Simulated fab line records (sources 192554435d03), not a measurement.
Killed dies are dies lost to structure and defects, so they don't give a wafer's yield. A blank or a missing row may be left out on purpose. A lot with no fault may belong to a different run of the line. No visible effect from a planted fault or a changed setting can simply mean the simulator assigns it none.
fab line records	flow n5_finfet	part 2 of 2: steps 5 to 6 of 6
[record] lots = 23	wafers = 69	last_day = 17
route steps=1938 shown BEOL_M12@1619 BEOL_M13@1690
lots untouched by any fault: they come from a run of this same line in which no faults occurred
start_h: hours from the record's opening day to when the first of the lot's shown wafers began	wait_h: hours elapsed since this lot's preceding step	" same as the row above	L1.1+2: several wafers, shown together as one row	- no value, or no start was given	* or withheld: withheld	< > ~ a bound
route shown NAME@n: names a module that has steps shown in the file, with the first one's number in the route	usual: average and standard deviation across the fault-free wafers	same: alike in all rows	chamber/n: place in a boat	sites: each site's reading	_std_site: the values' standard deviation	_edge_site: outer sites' mean less inner sites'	radius_mm: for every site, how far away it sits from the centre of the wafer	mask NAME#n: copy n	behind: tool/chamber where the wafer was last shaped	hold: reason for holding the lot/hours on hold/outcome of the hold	device: transistor that didn't switch, given as n, p or np	end of line: the same wafers' tests at the end of the route	step lacking rows: just its recipe	killed: not the wafer's yield, but the dies lost to structure and defects at the first sort	map: shows each die of a wafer: x if killed, . if not, _ if none is there
set.NAME: the setting that was run; set.NAME@STEP: the one run at that earlier step	model.NAME: the simulator's own value behind a step, which no gauge read
route steps across a sampled set of lots; one table per step, one row per wafer
services: from which hour (start_h, from the record's first day; less than 0 if before it) a tool's chamber was out of use, for how many hours, and why
[[steps]]
[step N5_BEOL_M13_ETCH_38]
[recipe] chemistry = CF4/N2	target = SiCN	target_depth_a = 675	taper_deg = 2	time_s = 71.9	ion_energy_ev = 150	mask_material = SiO2	pressure_mtorr = 40	source_w = 430	bias_w = 70	Ar_flow_sccm = 100	cf4_flow_sccm = 60	n2_flow_sccm = 60
[usual] bias_w = 69.98/0.21	chamber_pressure_mTorr = 40.00/0.038	drypump_motor_current_A = 5.8/0.48	oes_product_au = 0.78/0.073	rf_vpp_V = 381.8/1.5	showerhead_plenum_p_Torr = 2.18/0.043	throttle_valve_pct = 15.40/0.24
lot.wafer	tool	chamber	start_h	wait_h	bias_w	chamber_pressure_mTorr	drypump_motor_current_A	oes_product_au	rf_hours_counter_h	rf_vpp_V	showerhead_plenum_p_Torr	throttle_valve_pct
L074.2	rie_diel-02	3	234.94	-	69.71	39.93	5.4	0.73	178	382.5	2.18	15.59
L074.3	"	1	"	"	70.08	40.00	5.7	0.80	107	379.2	2.13	15.31
L074.4	"	0	"	"	69.59	39.98	5.4	0.89	63	380.6	2.15	14.95
L076.3	rie_diel-05	3	244.39	-	69.81	39.95	6.4	0.81	101	383.7	2.16	15.68
L076.4	"	0	"	"	69.71	40.07	5.8	0.70	241	381.5	2.18	15.55
L076.6	"	1	"	"	69.92	40.02	5.6	0.72	-	384.0	2.27	15.32
L075.1	rie_diel-02	2	248.04	-	69.96	40.06	6.4	0.70	183	381.3	2.19	15.65
L075.5	"	3	"	"	69.83	39.96	5.4	0.72	-	382.2	2.17	15.60
L075.6	"	2	"	"	70.10	40.06	6.4	0.69	-	382.2	2.19	15.63
L078.1	rie_diel-02	1	262.90	-	70.06	39.98	5.7	0.78	115	381.1	2.13	15.33
L078.5	"	3	"	"	69.89	39.96	5.4	0.71	-	382.8	2.17	15.61
L078.6	"	2	"	"	69.63	39.93	6.5	0.70	-	382.3	2.19	15.62
L077.3	rie_diel-03	1	270.27	-	69.92	39.96	4.8	0.87	45	383.6	2.25	15.29
L077.4	"	3	"	"	70.47	40.03	6.6	0.80	-	381.6	2.21	15.25
L077.6	"	1	"	"	70.01	40.02	4.8	0.87	-	383.3	2.25	15.29
L079.2	rie_diel-05	2	275.25	-	69.81	40.01	5.9	0.80	131	383.3	2.21	15.27
L079.4	"	2	"	"	69.99	39.98	5.9	0.79	-	381.7	2.21	15.26
L079.6	"	3	"	"	70.22	40.04	6.4	0.80	-	380.5	2.16	15.69
L080.4	rie_diel-05	3	292.56	-	70.10	39.92	6.4	0.79	-	380.2	2.15	15.70
L080.5	"	2	"	"	70.08	39.97	5.9	0.79	-	382.9	2.21	15.27
L080.6	"	1	"	"	69.82	39.98	5.6	0.71	-	382.9	2.26	15.34
L083.1	rie_diel-02	3	292.84	-	69.88	40.02	5.4	0.71	195	380.7	2.17	15.64
L083.3	"	1	"	"	70.04	39.93	5.7	0.77	122	380.9	2.12	15.34
L083.5	"	3	"	"	69.60	39.98	5.4	0.71	-	382.0	2.17	15.64
L081.1	rie_diel-02	0	293.12	-	70.18	40.03	5.4	0.86	80	382.0	2.15	14.97
L081.2	"	3	"	"	69.90	40.00	5.4	0.71	195	382.4	2.17	15.63
L081.5	"	1	"	"	69.90	39.98	5.7	0.78	-	379.5	2.12	15.34
L082.1	rie_diel-03	3	293.41	-	69.83	39.94	6.6	0.79	124	383.7	2.21	15.27
L082.3	"	0	"	"	70.03	39.97	5.3	0.81	114	380.6	2.13	15.37
L082.5	"	0	"	"	69.85	39.96	5.3	0.82	-	381.0	2.13	15.39
L085.1	rie_diel-02	0	305.72	-	70.22	39.96	5.4	0.86	84	380.8	2.15	14.98
L085.4	"	3	"	"	70.07	40.04	5.4	0.70	199	381.7	2.17	15.62
L085.5	"	0	"	"	70.31	39.96	5.4	0.85	-	379.6	2.15	14.97
L084.3	rie_diel-02	1	308.80	-	70.33	40.03	5.7	0.78	128	381.1	2.12	15.34
L084.4	"	3	"	"	70.06	40.00	5.4	0.71	200	381.5	2.17	15.62
L084.5	"	2	"	"	70.28	40.04	6.4	0.68	-	381.3	2.18	15.66
L086.2	rie_diel-05	0	323.39	-	70.45	39.99	5.8	0.92	9	380.9	2.17	15.08
L086.5	"	1	"	"	69.85	40.09	5.6	0.70	-	383.9	2.26	15.37
L086.6	"	2	"	"	69.91	39.96	5.9	0.78	-	382.7	2.20	15.31
L088.2	rie_diel-05	3	325.50	-	70.26	40.01	6.4	0.78	129	378.9	2.15	15.74
L088.4	"	2	"	"	69.42	39.96	5.9	0.78	148	380.8	2.20	15.32
L088.6	"	0	"	"	70.12	39.96	5.8	0.93	-	381.8	2.17	15.08
L087.1	rie_diel-05	1	331.48	-	69.97	39.98	5.7	0.70	213	382.4	2.26	15.35
L087.4	"	2	"	"	70.14	40.02	5.9	0.78	149	381.9	2.20	15.29
L087.5	"	3	"	"	69.59	40.00	6.4	0.77	-	381.1	2.15	15.74
L090.3	rie_diel-05	1	339.14	-	69.89	40.01	5.6	0.70	216	384.2	2.25	15.37
L090.5	"	3	"	"	69.90	40.00	6.4	0.78	-	380.2	2.15	15.73
L090.6	"	2	"	"	69.99	40.06	5.9	0.78	-	383.3	2.20	15.31
L092.3	rie_diel-03	2	340.03	-	70.13	40.03	5.8	0.91	19	384.4	2.25	15.13
L092.4	"	2	"	"	70.04	40.01	5.7	0.90	-	382.7	2.25	15.11
L092.5	"	1	"	"	69.92	40.01	4.8	0.84	-	382.1	2.24	15.34
L089.2	rie_diel-03	2	340.59	-	69.74	39.97	5.7	0.90	19	383.9	2.25	15.11
L089.4	"	1	"	"	69.95	39.98	4.7	0.83	-	382.4	2.24	15.32
L089.6	"	0	"	"	70.09	39.94	5.3	0.79	-	379.6	2.13	15.42
L091.1	rie_diel-05	0	340.61	-	69.69	40.04	5.8	0.91	15	381.1	2.17	15.09
L091.2	"	1	"	"	70.06	40.00	5.7	0.70	216	382.8	2.25	15.36
L091.6	"	3	"	"	69.91	40.00	6.4	0.78	-	380.8	2.15	15.74
L095.1	rie_diel-02	1	360.39	-	69.90	40.00	5.7	0.76	144	381.6	2.12	15.38
L095.4	"	0	"	"	70.17	40.03	5.4	0.84	102	381.3	2.14	15.01
L095.5	"	1	"	"	70.01	39.98	5.7	0.76	-	380.7	2.12	15.35
L094.1	rie_diel-03	0	360.90	-	70.03	40.02	5.3	0.78	138	378.6	2.13	15.45
L094.2	"	3	"	"	69.73	40.05	6.6	0.77	138	384.3	2.20	15.30
L094.4	"	1	"	"	69.70	40.02	4.8	0.82	73	382.6	2.24	15.34
L097.1	rie_diel-02	2	374.62	-	70.16	40.02	6.4	0.66	221	380.6	2.17	15.72
L097.2	"	1	"	"	70.35	40.04	5.7	0.76	149	379.2	2.11	15.38
L097.6	"	1	"	"	69.97	40.06	5.7	0.76	-	381.6	2.11	15.39
L096.1	rie_diel-02	2	378.65	-	69.54	40.00	6.4	0.66	223	383.6	2.17	15.69
L096.2	"	1	"	"	69.80	40.04	5.7	0.75	151	380.4	2.11	15.41
L096.3	"	3	"	"	70.08	40.02	5.4	0.68	223	381.4	2.16	15.69
[step N5_BEOL_M13_DEP_53]
[recipe] material = SiCN	target_thk_a = 500	temp_c = withheld	precursor = 3MS/NH3	pressure_torr = 3	rf_w = 675	time_s = 17.8
[usual] showerhead_plenum_p_Torr = 4.16/0.031	throttle_valve_pct = 17.8/1
lot.wafer	tool	chamber	start_h	wait_h	showerhead_plenum_p_Torr	throttle_valve_pct
L074.2	pecvd-02	1	236.30	0.0	4.15	18.9
L074.3	"	2	"	"	4.16	16.6
L074.4	"	2	"	"	4.16	16.3
L076.3	pecvd-01	0	246.45	0.0	4.20	18.1
L076.4	"	1	"	"	4.12	17.3
L076.6	"	2	"	"	4.10	16.9
L075.1	pecvd-03	2	249.95	0.0	4.17	17.0
L075.5	"	0	"	"	4.18	16.6
L075.6	"	1	"	"	4.21	18.5
L078.1	pecvd-02	0	264.90	0.0	4.15	19.2
L078.5	"	2	"	"	4.16	16.3
L078.6	"	0	"	"	4.18	19.1
L077.3	pecvd-02	2	272.04	0.0	4.18	16.5
L077.4	"	2	"	"	4.17	16.6
L077.6	"	1	"	"	4.15	19.1
L079.2	pecvd-03	1	277.01	0.0	4.20	18.5
L079.4	"	0	"	"	4.17	17.2
L079.6	"	2	"	"	4.19	16.8
L080.4	pecvd-02	2	294.20	0.0	4.18	16.6
L080.5	"	1	"	"	4.16	19.2
L080.6	"	0	"	"	4.15	19.1
L083.1	pecvd-01	0	294.62	0.0	4.21	17.8
L083.3	"	2	"	"	4.10	16.6
L083.5	"	0	"	"	4.20	18.0
L081.1	pecvd-02	1	294.72	0.0	4.16	19.1
L081.2	"	0	"	"	4.17	19.2
L081.5	"	2	"	"	4.17	16.5
L082.1	pecvd-02	2	295.45	0.0	4.15	16.4
L082.3	"	0	"	"	4.17	19.2
L082.5	"	1	"	"	4.15	19.2
L085.1	pecvd-01	2	307.17	0.0	4.10	16.8
L085.4	"	1	"	"	4.13	17.7
L085.5	"	0	"	"	4.20	18.1
L084.3	pecvd-02	1	310.84	0.0	4.16	18.8
L084.4	"	0	"	"	4.16	19.1
L084.5	"	2	"	"	4.17	16.6
L086.2	pecvd-02	0	325.16	0.0	4.16	18.9
L086.5	"	0	"	"	4.16	19.0
L086.6	"	1	"	"	4.15	19.0
L088.2	pecvd-01	0	327.33	0.0	4.21	18.2
L088.4	"	2	"	"	4.10	16.5
L088.6	"	0	"	"	4.20	18.1
L087.1	pecvd-01	0	333.68	0.0	4.20	17.9
L087.4	"	0	"	"	4.20	18.0
L087.5	"	2	"	"	4.09	16.6
L090.3	pecvd-03	0	341.21	0.0	4.17	17.0
L090.5	"	2	"	"	4.17	16.8
L090.6	"	0	"	"	4.18	16.9
L092.3	pecvd-01	1	342.20	0.0	4.13	17.8
L092.4	"	1	"	"	4.11	17.5
L092.5	"	0	"	"	4.20	18.0
L089.2	pecvd-03	2	342.47	0.0	4.18	17.0
L089.4	"	1	"	"	4.20	18.7
L089.6	"	2	"	"	4.17	17.1
L091.1	pecvd-03	0	342.74	0.0	4.18	16.9
L091.2	"	2	"	"	4.17	17.2
L091.6	"	2	"	"	4.17	17.3
L095.1	pecvd-02	0	362.24	0.0	4.15	19.1
L095.4	"	1	"	"	4.15	18.9
L095.5	"	0	"	"	4.16	19.4
L094.1	pecvd-02	0	362.68	0.0	4.16	19.1
L094.2	"	1	"	"	4.16	18.8
L094.4	"	2	"	"	4.16	16.8
L097.1	pecvd-01	0	376.48	0.0	4.20	17.8
L097.2	"	1	"	"	4.13	17.4
L097.6	"	2	"	"	4.09	16.5
L096.1	pecvd-02	1	380.57	0.0	4.14	19.2
L096.2	"	0	"	"	4.16	19.1
L096.3	"	2	"	"	4.16	16.8
[[services]]
tool	chamber	start_h	hours	kind
rie_diel-04	1	204.77	9.1	repair
rie_diel-06	3	242.09	1.5	repair
rie_diel-06	0	242.48	1.3	repair
rie_diel-02	-	249.58	2.8	pm
pecvd-02	0	251.39	5.1	repair
plasma_asher-01	-	256.03	2.5	repair
rie_diel-05	0	269.66	-	clean
rie_diel-05	0	269.66	-	consumable_replace:focus_ring
rie_diel-05	0	269.66	24.8	scheduled_down
rie_diel-05	0	269.66	24.8	vent_cycle
rie_diel-04	0	276.72	15.8	repair
rie_diel-04	3	290.02	5.1	repair
rie_diel-04	2	293.54	9.1	repair
pecvd-01	-	297.19	1.4	repair
rie_diel-04	1	302.68	-	clean
rie_diel-04	1	302.68	-	consumable_replace:focus_ring
pecvd-01	1	314.37	13.0	repair
rie_diel-01	1	325.37	-	clean
rie_diel-01	1	325.37	-	consumable_replace:focus_ring
rie_diel-01	1	325.37	12.6	scheduled_down
rie_diel-01	1	325.37	12.6	vent_cycle
rie_diel-04	3	327.77	1.6	repair
rie_diel-05	2	348.81	20.3	repair
rie_diel-01	2	366.86	2.7	repair
